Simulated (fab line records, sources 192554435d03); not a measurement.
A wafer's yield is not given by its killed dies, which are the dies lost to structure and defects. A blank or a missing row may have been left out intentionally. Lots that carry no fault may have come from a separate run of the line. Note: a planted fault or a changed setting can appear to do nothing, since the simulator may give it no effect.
A lot that was struck, set against a sound lot || flow n5_finfet || 37 steps out of a route of 1938
Sound: the wafers L202.1, L202.2, L202.5. The struck wafers were L194.1, L194.4, L194.5. The cause comes at the end.
Per side, at each step with rows, come the tool, then ch with its chambers, and then its first start. Under that, the readings that differ: sound wafers || struck wafers || difference of the means || sigmas: that difference in standard deviations of wafers without a fault.
alike: readings with means less than 2 such deviations apart, plus words and numbers identical on both sides. not compared: withheld readings, readings lacking a value on some wafer, bounds such as >300 that could conceal the same value, and numbers that have no deviation in the record and whose values overlap.
A row with sigmas, a row that says differs or no value, or rows on one side alone: a step with any of these is where the two part. Numbers that don't overlap but have no deviation are shown without sigmas and don't part them. Lack of a reading on every wafer of one side parts them only where that side has two or more wafers.

first, 9 steps without rows for these wafers: N5_BEOL_M4_ANNEAL_95 (time 240 s); N5_BEOL_M4_SPUTTER_96 (material Cu, target thk 4.5 nm, time 8.29 s); N5_BEOL_M4_ECD_50 (material Cu, target thk 300 nm); N5_BEOL_M4_ANNEAL_51 (time 90 s); N5_BEOL_M4_CMP_52 (polishes, stops on SiOC, t overpolish 6.8 s, target thk 40 nm); N5_BEOL_M4_PRE_CLEAN_60 (time 15 s); N5_BEOL_M4_CO_CAP_55 (material Co, precursor CCTBA/H2, target thk 2 nm, time 102.1 s); N5_BEOL_M4_PRE_CLEAN_56 (time 15 s); N5_BEOL_M4_DEP_57 (deposits SiCN from 3MS/NH3, target thk 8 nm, time 14 s).
N5_BEOL_M4_RC_MEAS_101:
  sound on prober-02 ch 0, day 13 11:58; struck on prober-02 ch 0, day 11 07:36
  alike: DIBL_N, DIBL_P, IOFF_N, IOFF_P, ION_N, ION_P, SS_N, SS_P, VT_N, VT_P
then, 24 steps without rows for these wafers: N5_BEOL_M5_ILD_DEP_00 (deposits SiCOH lowk from DEMS/porogen, target thk 140.64 nm, time 25.9 s); N5_BEOL_M5_CURE_79 (cures SiCOH lowk, time 240 s); N5_BEOL_M5_PECVD_70 (deposits SiO2 from TEOS/O2, target thk 16 nm, time 18 s); N5_BEOL_M5_HM_DEP_02 (deposits TiN, target thk 20 nm); N5_BEOL_M5_COAT_59 (time 60 s, resist thk 60 nm); N5_BEOL_M5_COAT_60 (time 60 s, resist thk 12 nm); N5_BEOL_M5_COAT_71 (time 60 s, resist thk 5 nm); N5_BEOL_M5_COAT_05 (resist thk 30 nm); N5_BEOL_M5_EBR_07; N5_BEOL_M5_SOFTBAKE_06 (time 60 s); N5_BEOL_M5_EXPOSE_08 (exposes mask M5, target cd 28 nm); N5_BEOL_M5_PEB_09 (peb time 60 s); N5_BEOL_M5_DEVELOP_10 (develop time 30 s); N5_BEOL_M5_DESCUM_16 (chemistry O2, time 7 s); N5_BEOL_M5_ETCH_72 (etches underlayer in N2/H2, target depth 6.5 nm, time 5.2 s); N5_BEOL_M5_ETCH_61 (etches SiARC in CF4, target depth 15.6 nm, time 26 s); N5_BEOL_M5_ETCH_62 (etches SOC in N2/H2, target depth 75 nm, overetch 15 nm, time 112.5 s); N5_BEOL_M5_STRIP_63 (strips in N2/H2); N5_BEOL_M5_STRIP_73 (strips in N2/H2); N5_BEOL_M5_STRIP_64 (strips in CF4); N5_BEOL_M5_HM_OPEN_17 (chemistry Cl2/BCl3, target TiN, target depth 20 nm, overetch 6 nm); N5_BEOL_M5_STRIP_19 (strips in O2); N5_BEOL_M5_COAT_65 (time 60 s, resist thk 60 nm); N5_BEOL_M5_COAT_66 (time 60 s, resist thk 12 nm).
N5_BEOL_M8_ETCH_65: etches SiARC in CF4, target depth 15.6 nm, time 26 s.
  sound on rie_diel-04 ch 1,2,3, day 14 22:02; struck on rie_diel-01 ch 0,2, day 12 18:05
  no value came back on the struck wafers for any of 8 readings (bias_w (W), cf4_flow_sccm (sccm) and others); on the sound wafers bias_w (W) reads 36.03 36.01 36.09
{"reading": "model.CAR-EUV_of_BEOL_M8_COAT_22.thk_nm (nm)", "sound": "11.2 11.2 11.2", "struck": "20.4 20.4 20.2", "difference": "+9.1", "sigmas": ""}
  not compared: rf_hours_counter_h
N5_BEOL_M8_ETCH_66: etches SOC in N2/H2, target depth 80 nm, overetch 16 nm, time 120 s.
  sound on rie_diel-04 ch 1,2,3, day 14 22:04; struck on rie_diel-01 ch 0,2, day 12 18:07
{"reading": "oes_product_au (a.u.)", "sound": "0.60 0.68 0.68", "struck": "0.26 0.26 0.33", "difference": -0.37, "sigmas": -6}
  alike: bias_w, chamber_pressure_mTorr, drypump_motor_current_A, rf_vpp_V, showerhead_plenum_p_Torr, throttle_valve_pct
  not compared: rf_hours_counter_h
-- here the record skips 3 days between the struck wafers' starts before and after, leaving off in module BEOL_M8 and picking up in module PASSIVATION (first step shown: number 1936 of the route) --
N5_PASSIVATION_PROBE_49:
  sound: prober-01 at day 18 02:38; struck: prober-02 at day 15 09:59
{"reading": "defect_limited_yield (%)", "sound": "89.7 89.4 90.5", "struck": "0 0 0", "difference": -90, "sigmas": -64}
{"reading": "killed_at_M4_up", "sound": "5 11 19", "struck": "1068 1079 1095", "difference": "+1069", "sigmas": "+99 or more"}
{"reading": "killed_dies", "sound": "122 125 112", "struck": "1180 1180 1180", "difference": "+1060", "sigmas": "+66"}
{"reading": "killed_on_rim", "sound": "17 21 15", "struck": "152 152 152", "difference": "+134", "sigmas": "+34"}
{"reading": "sort_bin_5_function (%)", "sound": "6.9 6.9 5.9", "struck": "96.2 95.3 95.9", "difference": "+89.2", "sigmas": "+98"}
{"reading": "sort_n_pass", "sound": "1058 1055 1068", "struck": "0 0 0", "difference": -1060, "sigmas": -66}
{"reading": "sort_yield_pct (%)", "sound": "89.7 89.4 90.5", "struck": "0 0 0", "difference": -90, "sigmas": -64}
  alike: killed_at_M0_to_M3, killed_at_contacts, killed_at_front_end, killed_at_other, killed_open, killed_short, sort_bin_6_memory

== WHERE THEY PART ==
Last at N5_PASSIVATION_PROBE_49 as far as this record goes, first at N5_BEOL_M8_ETCH_65.

WHY: whatever the simulator had introduced
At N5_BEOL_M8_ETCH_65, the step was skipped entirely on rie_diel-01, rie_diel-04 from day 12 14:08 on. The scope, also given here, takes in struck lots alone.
